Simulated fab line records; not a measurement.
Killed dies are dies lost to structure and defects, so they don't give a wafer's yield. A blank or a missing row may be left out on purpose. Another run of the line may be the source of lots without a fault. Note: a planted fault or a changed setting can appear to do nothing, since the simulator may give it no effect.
Which tool is to blame? | flow n5_finfet | 33 wafers from 11 lots sampled at 6 of the route's 1938 steps

WHAT THE GAUGES SHOWED, per wafer
N5_BEOL_M5_OVL_MEAS_29.
lot  | measured     | on         | V4_OVL (nm)
L074 | day 8 07:37  | overlay-01 | -0.2 -0.2 -0.5
L077 | day 8 18:28  | overlay-01 | -1.0 -1.5 -0.8
L079 | day 9 09:59  | overlay-02 | -1.5 -0.1 -0.4
L081 | day 10 03:17 | overlay-02 | -0.8 -0.8 -0.3
L084 | day 10 23:24 | overlay-02 | 0.0 0.5 -0.7
L086 | day 11 01:16 | overlay-01 | 0.2 -0.5 -0.1
L088 | day 11 22:28 | overlay-02 | -0.3 0.1 0.6
L092 | day 12 10:20 | overlay-01 | -0.6 -0.1 1.0
L093 | day 13 10:22 | overlay-01 | -0.3 -0.1 -0.8
L094 | day 13 12:02 | overlay-01 | 0.5 0.0 0.5
L097 | day 13 17:19 | overlay-01 | -1.2 -0.2 -0.3

EACH LOT AND THE TOOL THAT RAN IT (in order: tool; ch and the chambers of the sampled wafers; start)
lot  | N5_BEOL_M4_CMP_52             | N5_BEOL_M5_PECVD_70             | N5_BEOL_M5_DESCUM_16               | N5_BEOL_M5_ETCH_72                 | N5_BEOL_M5_ETCH_62
L074 | cmp-02 ch 0,1,2, day 8 02:26  | pecvd-02 ch 0,1, day 8 04:35    | rie_diel-03 ch 2,3, day 8 06:11    | rie_diel-03 ch 2,3, day 8 06:13    | rie_diel-03 ch 2,3, day 8 06:16
L077 | cmp-04 ch 0,1,3, day 8 11:41  | pecvd-02 ch 0,2, day 8 13:53    | rie_diel-05 ch 0,1,2, day 8 16:25  | rie_diel-05 ch 0,1,2, day 8 16:28  | rie_diel-05 ch 0,1,2, day 8 16:30
L079 | cmp-02 ch 2,3, day 9 02:49    | pecvd-03 ch 0,1,2, day 9 05:04  | rie_diel-05 ch 0,1,2, day 9 07:21  | rie_diel-05 ch 0,1,2, day 9 07:23  | rie_diel-05 ch 0,1,2, day 9 07:26
L081 | cmp-04 ch 0,1,3, day 9 19:51  | pecvd-02 ch 0,1,2, day 9 22:02  | rie_diel-03 ch 0,1,2, day 9 23:29  | rie_diel-03 ch 0,1,2, day 9 23:32  | rie_diel-03 ch 0,1,2, day 9 23:34
L084 | cmp-04 ch 0,1,2, day 10 16:49 | pecvd-02 ch 0,1,2, day 10 19:06 | rie_diel-03 ch 0,2,3, day 10 22:34 | rie_diel-03 ch 0,2,3, day 10 22:35 | rie_diel-03 ch 0,2,3, day 10 22:38
L086 | cmp-04 ch 1,3, day 10 20:19   | pecvd-01 ch 0,2, day 10 22:30   | rie_diel-01 ch 1,3, day 11 00:21   | rie_diel-01 ch 1,3, day 11 00:23   | rie_diel-01 ch 1,3, day 11 00:26
L088 | cmp-02 ch 0,1,2, day 11 17:34 | pecvd-01 ch 1,2, day 11 20:23   | rie_diel-05 ch 1,2,3, day 11 21:32 | rie_diel-05 ch 1,2,3, day 11 21:34 | rie_diel-05 ch 1,2,3, day 11 21:37
L092 | cmp-01 ch 0,1, day 12 05:23   | pecvd-03 ch 0,2, day 12 07:34   | rie_diel-03 ch 1,3, day 12 08:25   | rie_diel-03 ch 1,3, day 12 08:27   | rie_diel-03 ch 1,3, day 12 08:30
L093 | cmp-01 ch 1,2,3, day 13 03:42 | pecvd-02 ch 0,1,2, day 13 05:56 | rie_diel-03 ch 0,3, day 13 07:44   | rie_diel-03 ch 0,3, day 13 07:46   | rie_diel-03 ch 0,3, day 13 07:49
L094 | cmp-04 ch 0,3, day 13 06:56   | pecvd-02 ch 1,2, day 13 09:07   | rie_diel-03 ch 1,2, day 13 10:55   | rie_diel-03 ch 1,2, day 13 10:57   | rie_diel-03 ch 1,2, day 13 10:59
L097 | cmp-04 ch 0,2,3, day 13 09:16 | pecvd-02 ch 1,2, day 13 11:25   | rie_diel-01 ch 0,1,3, day 13 13:02 | rie_diel-01 ch 0,1,3, day 13 13:04 | rie_diel-01 ch 0,1,3, day 13 13:07
- N5_BEOL_M4_CMP_52: polishes, stops on SiOC, t overpolish 6.8 s, target thk 40 nm.
- N5_BEOL_M5_PECVD_70: deposits SiO2 from TEOS/O2, target thk 16 nm, time 18 s.
- N5_BEOL_M5_DESCUM_16: chemistry O2, time 7 s.
- N5_BEOL_M5_ETCH_72: etches underlayer in N2/H2, target depth 6.5 nm, time 5.2 s.
- N5_BEOL_M5_ETCH_62: etches SOC in N2/H2, target depth 75 nm, overetch 15 nm, time 112.5 s.

THE ANSWER, worked out from the rows above alone
Rule: the usual values come from the lots themselves. Put in order of their means at a reading, lots are off if they are a third of the lots or fewer, leave a main group of 4 or more, and stand apart from it by a gap of 3 or more times the standard deviation of the main group's means; of several such gaps the widest counts. The tables above print the reading to a certain number of digits; a main group whose means all agree to those digits is not used. A lot without any number at a reading at which 4 lots or more have one is off too. All remaining lots with rows at the step are treated as sound.
None of the lots is off at any reading shown; this tells nothing.

WHAT WAS PUT IN BY THE SIMULATOR
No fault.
